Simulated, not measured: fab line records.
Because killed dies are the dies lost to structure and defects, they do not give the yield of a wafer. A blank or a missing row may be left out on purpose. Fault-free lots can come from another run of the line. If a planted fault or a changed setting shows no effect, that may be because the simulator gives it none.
fab line records    flow nand-harc
record: lots: 7  wafers: 21  last-day: 26
route steps=1159 shown P_M2@330 END@1159
lots with no fault: from the same line, run without faults
start-h: hours from the record's opening day to when the first of the lot's shown wafers began    wait-h: time in hours since the lot's previous step    " same as the row above    L1.1+2: one row covering several wafers at once    - no value present, or no start provided    * or withheld: withheld    < > ~ a bound
route shown NAME@n: names a module that has steps shown in the file, with the first one's number in the route    usual: mean/standard deviation of fault-free wafers    same: alike in all rows    chamber/n: place in a boat    sites: readings site by site    _std_site: their standard deviation    _edge_site: the outer-site mean with the inner-site mean subtracted    radius-mm: for every site, how far away it sits from the centre of the wafer    mask NAME#n: copy n    behind: the tool/chamber that last shaped the wafer    hold: the reason the lot was held/the length of the hold in hours/how it ended    device: whichever transistor did not switch (one of n, p or np)    end of line: the route-end tests of the same wafers    a step with no rows: only its recipe    killed: dies that structure and defects cost at the first sort, which is not the same as the wafer's yield    map: shows each die of a wafer: x if killed, . if not, _ if none is there
set.NAME: the setting that was run; set.NAME@STEP: the one run at that earlier step    model.NAME: the simulator's own value behind a step, which no gauge read
certain route steps with their lots: each step a table, each wafer a row
services: a tool's chamber out of use, with start hour (start-h, from the record's first day; less than 0 if before it), hours out, and reason
== steps ==
step: NHARC_P_M2_INSPECT_11
usual: raw-defect-count: 4.1/2.8
lot.wafer  tool               chamber  start-h  wait-h  raw-defect-count
L179.1     defect-inspect-01  -        134.34   0.0     3
L179.2     "                  -        "        "       4
L179.6     "                  -        "        "       3
L181.1     defect-inspect-01  -        150.27   0.0     5
L181.2     "                  -        "        "       2
L181.4     "                  -        "        "       1
L186.1     defect-inspect-01  -        169.06   0.0     2
L186.2     "                  -        "        "       5
L186.4     "                  -        "        "       6
L187.2     defect-inspect-01  -        182.05   0.0     1
L187.4     "                  -        "        "       3
L187.6     "                  -        "        "       1
L192.3     defect-inspect-02  -        214.89   0.0     1
L192.4     "                  -        "        "       3
L192.5     "                  -        "        "       2
L199.3     defect-inspect-01  -        249.98   0.0     4
L199.5     "                  -        "        "       4
L199.6     "                  -        "        "       4
L201.3     defect-inspect-01  -        263.75   0.0     7
L201.4     "                  -        "        "       2
L201.5     "                  -        "        "       2
step: NHARC_P_M2_DESCUM_14
recipe: time-s: 3  o2-flow-sccm: 200  ar-flow-sccm: 0  bias-power-w: 0  chemistry: O2
step: NHARC_P_M2_ETCH_35
recipe: target-depth-a: 400  overetch-a: 120  time-s: 43.94  ion-energy-ev: 200  n2-flow-sccm: 150  h2-flow-sccm: 150  ar-flow-sccm: 0  rf-w: 400  bias-w: 150  chemistry: N2/H2
step: NHARC_P_M2_ETCH_15
recipe: target-depth-a: 1825  time-s: 91.2  c4f8-flow-sccm: withheld  ar-flow-sccm: 400  rf-w: 600  bias-w: 300  chemistry: C4F8/Ar
usual: oes-product-au: 0.946/0.025  rf-vpp-V: 441.0/2.5
lot.wafer  tool         chamber  start-h  wait-h  oes-product-au  rf-hours-counter-h  rf-vpp-V
L179.1     rie-diel-03  1        -        -       0.992           3                   443.8
L179.2     "            0        "        "       0.984           3                   441.6
L179.6     "            1        "        "       0.992           -                   444.6
L181.1     rie-diel-03  0        -        -       0.961           4                   441.9
L181.4     "            1        "        "       0.967           4                   443.5
L181.2     "            2        "        "       0.981           4                   437.2
L186.1     rie-diel-03  0        -        -       0.925           5                   440.3
L186.4     "            1        "        "       0.932           5                   444.2
L186.2     "            2        "        "       0.935           5                   437.9
L187.2     rie-diel-03  1        -        -       0.945           5                   444.1
L187.4     "            3        "        "       0.937           5                   441.1
L187.6     "            1        "        "       0.943           -                   444.5
L192.3     rie-diel-13  1        -        -       0.924           20                  441.6
L192.4     "            3        "        "       0.919           21                  443.5
L192.5     "            0        "        "       0.911           -                   440.8
L199.3     rie-diel-03  0        -        -       0.976           1                   440.5
L199.5     "            2        "        "       0.958           -                   436.5
L199.6     "            3        "        "       0.944           -                   440.8
L201.3     rie-diel-03  1        -        -       0.958           2                   444.5
L201.4     "            2        "        "       0.953           2                   437.0
L201.5     "            1        "        "       0.964           -                   444.6
step: NHARC_P_M2_CD_MEAS_16
usual: cd-nm: 170.6/0.92
lot.wafer  tool       chamber  start-h  wait-h  cd-nm
L179.1     cd-sem-01  -        134.70   -       170.8
L179.2     "          -        "        "       169.5
L179.6     "          -        "        "       170.5
L181.1     cd-sem-03  -        150.64   -       172.1
L181.2     "          -        "        "       168.6
L181.4     "          -        "        "       170.3
L186.1     cd-sem-02  -        169.43   -       169.2
L186.2     "          -        "        "       168.8
L186.4     "          -        "        "       170.4
L187.2     cd-sem-03  -        182.42   -       170.5
L187.4     "          -        "        "       170.8
L187.6     "          -        "        "       169.2
L192.3     cd-sem-01  -        215.26   -       170.3
L192.4     "          -        "        "       171.0
L192.5     "          -        "        "       171.8
L199.3     cd-sem-03  -        250.35   -       169.8
L199.5     "          -        "        "       170.6
L199.6     "          -        "        "       171.5
L201.3     cd-sem-02  -        264.12   -       171.4
L201.4     "          -        "        "       171.9
L201.5     "          -        "        "       170.5
step: NHARC_P_M2_STRIP_18
recipe: power-w: 1000  n2-flow-sccm: 150  h2-flow-sccm: 150  ar-flow-sccm: 0  bias-w: 0  chemistry: N2/H2
usual: drypump-motor-current-A: 5.8/0.34  n2-flow-sccm: 149.9/0.43  oes-product-au: 0.999/0.011  power-w: 1000/3.1  rf-vpp-V: 90.7/0.95  showerhead-plenum-p-Torr: 2.05/0.086  throttle-valve-pct: 14.171/0.0091
lot.wafer  tool         chamber  start-h  wait-h  drypump-motor-current-A  n2-flow-sccm  oes-product-au  power-w  rf-hours-counter-h  rf-vpp-V  showerhead-plenum-p-Torr  throttle-valve-pct
L179.2     rie-diel-03  3        134.81   0.1     5.5                      150.4         0.998           998      3                   92.0      2.07                      14.176
L179.1     "            1        "        "       5.8                      150.0         1.009           1001     3                   92.5      2.17                      14.175
L179.6     "            3        "        "       5.6                      150.3         1.001           1002     -                   90.7      2.07                      14.174
L181.2     rie-diel-03  1        150.71   0.1     5.7                      150.3         1.011           999      4                   91.7      2.17                      14.167
L181.4     "            2        "        "       5.8                      149.4         1.019           1002     4                   89.7      1.91                      14.158
L181.1     "            3        "        "       5.6                      150.1         0.995           997      3                   91.7      2.07                      14.171
L186.2     rie-diel-13  3        169.53   0.1     6.2                      149.7         0.985           992      12                  91.5      2.13                      14.182
L186.1     "            0        "        "       5.5                      149.6         0.987           1002     13                  88.9      2.05                      14.169
L186.4     "            1        "        "       5.2                      149.6         0.993           1001     12                  89.8      2.09                      14.155
L187.2     rie-diel-03  3        182.52   0.1     5.5                      150.0         1.007           1001     5                   90.9      2.07                      14.166
L187.4     "            0        "        "       6.3                      150.0         0.996           1000     5                   90.6      2.04                      14.158
L187.6     "            2        "        "       5.7                      149.4         1.013           998      -                   90.3      1.91                      14.173
L192.4     rie-diel-13  2        215.33   0.1     6.0                      150.1         0.999           1003     20                  90.4      1.94                      14.159
L192.3     "            0        "        "       5.6                      150.5         0.993           999      21                  91.6      2.05                      14.162
L192.5     "            2        "        "       6.0                      150.1         0.989           997      -                   90.1      1.94                      14.155
L199.3     rie-diel-03  1        250.50   0.1     5.7                      150.4         1.000           999      1                   90.2      2.16                      14.177
L199.6     "            2        "        "       5.7                      149.9         0.983           1003     -                   90.1      1.91                      14.179
L199.5     "            3        "        "       5.6                      150.3         0.996           1001     -                   90.9      2.07                      14.176
L201.4     rie-diel-03  0        264.18   0.1     6.3                      149.7         1.017           997      2                   89.8      2.03                      14.189
L201.3     "            3        "        "       5.6                      149.6         0.996           1004     2                   91.5      2.07                      14.172
L201.5     "            0        "        "       6.3                      149.8         1.022           1002     -                   90.7      2.04                      14.163
step: NHARC_P_M2_ETCH_28
recipe: target-depth-a: 300  over-etch-frac: 0.3  time-s: 72.99  ion-energy-ev: 150  cf4-flow-sccm: 50  n2-flow-sccm: 100  ar-flow-sccm: 150  rf-w: 300  bias-w: 100  chemistry: CF4/N2
usual: drypump-motor-current-A: 5.8/0.35  n2-flow-sccm: 99.9/0.32  oes-product-au: 1.000/0.012  rf-vpp-V: 314.4/1.9  showerhead-plenum-p-Torr: 2.64/0.1  throttle-valve-pct: 19.794/0.0089
same: over-etch-frac: 0.3
lot.wafer  tool         chamber  start-h  wait-h  drypump-motor-current-A  n2-flow-sccm  oes-product-au  rf-hours-counter-h  rf-vpp-V  showerhead-plenum-p-Torr  throttle-valve-pct
L179.2     rie-diel-03  2        -        -       5.8                      99.5          1.006           3                   312.0     2.48                      19.788
L179.1     "            3        "        "       5.6                      99.7          1.001           3                   313.6     2.66                      19.802
L179.6     "            2        "        "       5.7                      99.7          1.008           -                   310.7     2.48                      19.783
L181.2     rie-diel-03  0        -        -       6.3                      99.9          0.997           4                   313.9     2.62                      19.794
L181.4     "            2        "        "       5.8                      99.7          0.993           4                   310.1     2.48                      19.784
L181.1     "            3        "        "       5.5                      99.6          1.001           3                   314.1     2.66                      19.805
L186.4     rie-diel-13  2        -        -       6.0                      100.1         0.995           12                  313.6     2.51                      19.783
L186.1     "            3        "        "       6.2                      100.0         0.985           13                  314.6     2.73                      19.792
L186.2     "            1        "        "       5.2                      99.8          0.983           12                  316.0     2.68                      19.782
L187.4     rie-diel-03  1        -        -       5.7                      100.1         1.018           5                   316.5     2.77                      19.807
L187.2     "            0        "        "       6.3                      99.3          1.005           5                   315.2     2.62                      19.790
L187.6     "            2        "        "       5.8                      100.2         1.012           -                   312.6     2.48                      19.790
L192.4     rie-diel-13  3        -        -       6.2                      99.2          0.989           21                  315.7     2.73                      19.795
L192.3     "            0        "        "       5.6                      100.2         0.977           21                  314.9     2.64                      19.787
L192.5     "            3        "        "       6.2                      99.4          0.984           -                   315.7     2.73                      19.803
L199.3     rie-diel-03  1        -        -       5.7                      99.4          1.006           1                   317.4     2.77                      19.788
L199.5     "            0        "        "       6.3                      99.4          1.014           -                   313.6     2.62                      19.796
L199.6     "            1        "        "       5.7                      99.8          1.006           -                   316.8     2.77                      19.796
L201.4     rie-diel-03  1        -        -       5.7                      99.7          1.015           2                   316.3     2.77                      19.787
L201.3     "            2        "        "       5.8                      100.1         0.995           2                   311.7     2.48                      19.814
L201.5     "            3        "        "       5.5                      100.4         0.989           -                   314.6     2.66                      19.790
step: NHARC_P_M2_STRIP_19
recipe: time-s: 600  temp-c: 30  chemistry: post-etch-residue-remover
step: NHARC_P_M2_DEGAS_29
recipe: temp-c: 250  time-s: 60
usual: heater-power-w: 331/28
lot.wafer  tool            chamber  start-h  wait-h  heater-power-w
L179.2     pvd-sputter-01  -        135.42   -       302
L179.1     "               -        "        "       300
L179.6     "               -        "        "       305
L181.2     pvd-sputter-02  -        151.40   -       340
L181.4     "               -        "        "       338
L181.1     "               -        "        "       312
L186.1     pvd-sputter-01  -        170.14   -       316
L186.4     "               -        "        "       340
L186.2     "               -        "        "       303
L187.2     pvd-sputter-01  -        183.13   -       353
L187.4     "               -        "        "       328
L187.6     "               -        "        "       298
L192.3     pvd-sputter-03  -        215.99   -       390
L192.4     "               -        "        "       342
L192.5     "               -        "        "       386
L199.3     pvd-sputter-03  -        251.08   -       305
L199.6     "               -        "        "       334
L199.5     "               -        "        "       313
L201.4     pvd-sputter-03  -        264.82   -       379
L201.3     "               -        "        "       337
L201.5     "               -        "        "       381
step: NHARC_P_M2_PRE_CLEAN_30
recipe: time-s: 30  temp-c: 280  gas: H2/He
step: NHARC_P_M2_PVD_20
recipe: target-thk-a: 50  bias-v: 168.6  power-w: 15000  chamber-pressure-pa: 0.12  time-s: 8.06  substrate-temp-c: 50  material: TaN
usual: throttle-valve-pct: 30.3/1.2
lot.wafer  tool            chamber  start-h  wait-h  throttle-valve-pct
L179.1     pvd-sputter-01  -        -        -       32.8
L179.2     "               -        "        "       32.0
L179.6     "               -        "        "       32.6
L181.2     pvd-sputter-02  -        -        -       30.1
L181.4     "               -        "        "       29.0
L181.1     "               -        "        "       28.2
L186.2     pvd-sputter-01  -        -        -       31.5
L186.4     "               -        "        "       29.1
L186.1     "               -        "        "       32.1
L187.2     pvd-sputter-01  -        -        -       29.5
L187.4     "               -        "        "       28.7
L187.6     "               -        "        "       32.3
L192.3     pvd-sputter-03  -        -        -       31.2
L192.4     "               -        "        "       30.6
L192.5     "               -        "        "       29.9
L199.3     pvd-sputter-03  -        -        -       29.2
L199.6     "               -        "        "       29.4
L199.5     "               -        "        "       30.3
L201.4     pvd-sputter-03  -        -        -       29.9
L201.3     "               -        "        "       30.3
L201.5     "               -        "        "       30.2
step: NHARC_P_M2_PVD_21
recipe: target-thk-a: 300  chamber-pressure-pa: 5  power-w: 5000  substrate-temp-c: 30  time-s: 20.49  material: Cu
step: NHARC_P_M2_ECD_22
recipe: target-thk-a: 4000  bath-temp-c: 25  material: Cu
usual: bath-heat-duty-pct: 6.6/0.95
lot.wafer  tool       chamber  start-h  wait-h  bath-heat-duty-pct
L179.1     ecd-cu-02  0        135.78   -       5.8
L179.2     "          1        "        "       7.8
L179.6     "          0        "        "       6.1
L181.1     ecd-cu-02  1        151.77   -       7.0
L181.2     "          0        "        "       6.1
L181.4     "          0        "        "       5.9
L186.2     ecd-cu-01  0        170.50   -       5.6
L186.1     "          1        "        "       7.0
L186.4     "          0        "        "       6.2
L186.2     ecd-cu-01  0        171.05   0.5     5.6
L186.1     "          1        "        "       7.7
L186.4     "          0        "        "       6.1
L187.2     ecd-cu-01  0        183.84   -       6.6
L187.4     "          1        "        "       8.1
L187.6     "          1        "        "       7.1
L187.2     ecd-cu-01  0        184.44   -       5.5
L187.4     "          1        "        "       7.6
L187.6     "          1        "        "       7.0
L192.3     ecd-cu-02  0        216.44   -       6.2
L192.4     "          1        "        "       7.2
L192.5     "          1        "        "       7.1
L192.3     ecd-cu-02  0        216.98   0.5     5.7
L192.4     "          1        "        "       7.4
L192.5     "          1        "        "       6.8
L199.3     ecd-cu-01  1        251.54   -       6.9
L199.5     "          1        "        "       6.4
L199.6     "          0        "        "       5.5
L201.4     ecd-cu-01  1        265.28   -       6.7
L201.3     "          0        "        "       5.4
L201.5     "          1        "        "       7.0
step: NHARC_P_M2_ANNEAL_31
recipe: temp-c: 225  time-s: 90
step: NHARC_P_M2_CMP_23
recipe: t-overpolish-s: 20  target-thk-nm: 144.3
usual: motor-current-A: 11.8/0.98  time-to-endpoint-s: 30/3.5
lot.wafer  tool    chamber  start-h  wait-h  motor-current-A  time-to-endpoint-s
L179.2     cmp-01  1        136.53   -       11.2             36
L179.1     "       3        "        "       10.8             33
L179.6     "       1        "        "       11.5             40
L181.2     cmp-02  3        152.52   -       11.1             29
L181.4     "       1        "        "       12.0             38
L181.1     "       2        "        "       10.8             29
L186.4     cmp-03  2        172.32   -       12.5             58
L186.1     "       3        "        "       10.6             51
L186.2     "       1        "        "       11.2             55
L187.2     cmp-01  2        185.53   -       13.1             61
L187.4     "       3        "        "       10.8             60
L187.6     "       2        "        "       12.9             60
L192.4     cmp-03  3        217.65   -       11.2             53
L192.3     "       1        "        "       11.3             61
L192.5     "       0        "        "       13.4             54
L199.3     cmp-03  3        252.19   -       10.7             25
L199.6     "       2        "        "       13.9             28
L199.5     "       3        "        "       10.7             29
L201.3     cmp-02  1        265.93   -       12.4             36
L201.4     "       2        "        "       11.2             29
L201.5     "       0        "        "       10.6             33
step: NHARC_P_M2_THK_MEAS_24
recipe: thk-meas-gauge: xrf
usual: thk-nm: 145.1/1.6
lot.wafer  tool           chamber  start-h  wait-h  thk-nm
L179.1     film-metro-01  -        136.82   -       144.8
L179.2     "              -        "        "       147.5
L179.6     "              -        "        "       147.9
L181.1     film-metro-02  -        152.83   -       143.7
L181.2     "              -        "        "       142.7
L181.4     "              -        "        "       145.6
L186.1     film-metro-01  -        172.63   -       141.5
L186.2     "              -        "        "       144.3
L186.4     "              -        "        "       141.2
L187.2     film-metro-01  -        185.82   -       143.5
L187.4     "              -        "        "       143.5
L187.6     "              -        "        "       145.4
L192.3     film-metro-02  -        217.96   -       145.4
L192.4     "              -        "        "       142.8
L192.5     "              -        "        "       143.0
L199.3     film-metro-01  -        252.48   -       143.9
L199.5     "              -        "        "       146.5
L199.6     "              -        "        "       146.0
L201.3     film-metro-01  -        266.22   -       148.0
L201.4     "              -        "        "       147.0
L201.5     "              -        "        "       147.1
step: NHARC_END_SORT_01
recipe: temp-c: 25
usual: defect-limited-yield: 95.4/1.7  killed-at-array: 27/12  killed-at-other: 0.9/1.1  killed-at-periphery: 3.2/2.4  killed-dies: 31/12  killed-open: 3.3/1.7  killed-short: 2.0/1.6  sort_bin_2_pct: 1.5/0.74  sort_bin_3_pct: 0.25/0.22  sort_bin_4_pct: 2.9/1.1  sort-n-pass: 646/12  sort-rim-yield-pct: 97.2/1.8  sort-yield-pct: 95.4/1.7
same: gross-dies: 677  sort_bin_5_pct[%]: 0  sort_bin_6_pct[%]: 0  sort_bin_7_pct[%]: 0  sort_bin_8_pct[%]: 0  sort-rim-n-gross: 106.00
lot.wafer  tool       chamber  start-h  wait-h  defect-limited-yield[%]  killed-at-array  killed-at-other  killed-at-periphery  killed-dies  killed-open  killed-short  sort_bin_2_pct[%]  sort_bin_3_pct[%]  sort_bin_4_pct[%]  sort-n-pass  sort-rim-yield-pct[%]  sort-yield-pct[%]
L179.1     prober-02  0        456.93   2.5     94.5                     33               0                4                    37           6            1             1.8                0.30               3.4                640          96.2                   94.5
L179.2     prober-02  0        457.74   2.8     94.7                     32               0                4                    36           2            5             1.2                0                  4.1                641          98.1                   94.7
L179.6     prober-02  0        460.96   4.0     93.2                     43               1                2                    46           3            3             2.5                0.30               4.0                631          96.2                   93.2
L186.1     prober-01  0        555.81   2.5     96.5                     20               1                3                    24           5            1             1.0                0.44               2.1                653          100.0                  96.5
L186.2     prober-01  0        556.62   2.8     96.3                     17               3                5                    25           4            1             1.9                0                  1.8                652          96.2                   96.3
L186.4     prober-01  0        558.22   3.4     95.9                     24               1                3                    28           3            3             1.3                0                  2.8                649          95.3                   95.9
L187.2     prober-01  0        572.19   2.8     96.0                     24               1                2                    27           3            1             1.3                0                  2.7                650          97.2                   96.0
killed by level:class
L179.1 A_CHANNEL_HOLE_D1:chamber-film-flake=10 A_SLIT:chamber-film-flake=8 A_CONTACT:chamber-film-flake=6 A_WL_FILL:geometric-particle:open=4 P_M2:geometric-particle:short=1 A_CHANNEL_FILL_D1:geometric-particle:open=1 A_M0:geometric-particle:open=1 P_ZERO_WELL:chamber-film-flake=1
L179.2 A_CHANNEL_HOLE_D1:chamber-film-flake=7 A_SLIT:chamber-film-flake=7 A_SGD_CUT:chamber-film-flake=6 A_CONTACT:chamber-film-flake=5 A_WL_FILL:geometric-particle:short=3 P_ZERO_WELL:chamber-film-flake=2 P_GATE:geometric-particle:open=1 A_ONON_D1:geometric-particle:short=1
L179.6 A_CHANNEL_HOLE_D1:chamber-film-flake=15 A_SLIT:chamber-film-flake=12 A_CONTACT:chamber-film-flake=8 A_SGD_CUT:chamber-film-flake=4 A_CONTACT:geometric-particle:open=2 P_GATE:geometric-particle:short=1 A_WL_FILL:geometric-particle:open=1 A_WL_FILL:geometric-particle:short=1
L186.1 A_CHANNEL_HOLE_D1:chamber-film-flake=13 A_SGD_CUT:geometric-particle:open=2 A_WL_FILL:chamber-film-flake=2 P_GATE:geometric-particle:open=1 A_SOURCE_PLATE:geometric-particle:open=1 A_WL_FILL:geometric-particle:short=1 A_CONTACT:geometric-particle:open=1 P_STI:chamber-film-flake=1
L186.2 A_CHANNEL_HOLE_D1:chamber-film-flake=12 THIN_TSV:chamber-film-flake=3 P_M1:chamber-film-flake=2 A_WL_FILL:chamber-film-flake=2 P_GATE:geometric-particle:open=1 P_M0:geometric-particle:open=1 A_WL_FILL:geometric-particle:short=1 A_WL_FILL:geometric-particle:open=1
L186.4 A_CHANNEL_HOLE_D1:chamber-film-flake=18 A_WL_FILL:geometric-particle:open=2 P_STI:geometric-particle:short=1 A_CHANNEL_HOLE_D1:geometric-particle:short=1 A_WL_FILL:geometric-particle:short=1 A_BLC:geometric-particle:open=1 P_GATE:chamber-film-flake=1 P_M1:chamber-film-flake=1
L187.2 A_CHANNEL_HOLE_D1:chamber-film-flake=20 P_M0:geometric-particle:open=1 P_M1:geometric-particle:open=1 A_SOURCE_PLATE:geometric-particle:open=1 A_BONDPAD:geometric-particle:short=1 A_STAIRCASE:chamber-film-flake=1 A_BLC:chamber-film-flake=1 THIN_TSV:chamber-film-flake=1
== services ==
tool            chamber  start-h  hours  kind
cmp-01          -        112.28   0.2    repair
rie-diel-03     0        120.82   -      clean
rie-diel-03     1        120.82   -      clean
rie-diel-03     2        120.82   -      clean
cmp-02          -        128.50   4.0    pm
cmp-03          -        156.12   4.0    pm
ecd-cu-02       -        156.76   2.0    repair
pvd-sputter-01  -        158.02   10.0   pm
pvd-sputter-02  -        171.65   6.4    repair
cmp-01          -        179.50   4.0    pm
ecd-cu-02       -        180.00   8.0    pm
ecd-cu-01       -        189.61   2.9    repair
rie-diel-03     -        198.44   2.1    repair
cmp-01          -        210.32   0.6    repair
pvd-sputter-02  -        214.00   10.0   pm
rie-diel-03     0        215.06   3.3    repair
rie-diel-03     -        215.32   9.0    pm
rie-diel-13     0        225.81   19.4   repair
cmp-02          -        226.50   4.0    pm
cmp-01          -        240.66   1.2    repair
cmp-03          -        243.76   6.6    repair
ecd-cu-01       -        249.54   1.6    repair
cmp-03          -        254.12   4.0    pm
cmp-02          -        264.09   1.1    repair
== key ==
first-sign: step: NHARC_P_M2_ECD_22  reading: visit  direction: added
effect: step: NHARC_P_M2_CMP_23  reading: time-to-endpoint-s  direction: up  sigmas: 7.6  usual: *  struck: *
met-at NHARC_P_M2_ECD_22
struck-wafers L186.1,L186.2,L186.4,L187.2,L187.4,L187.6,L192.3,L192.4,L192.5
fault: kind: repeated-step-whole  tool: ecd-cu-01,ecd-cu-02  chamber: -  onset-h: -  steps: NHARC_P_M2_ECD_22  times: 1  scope: struck-lots-only
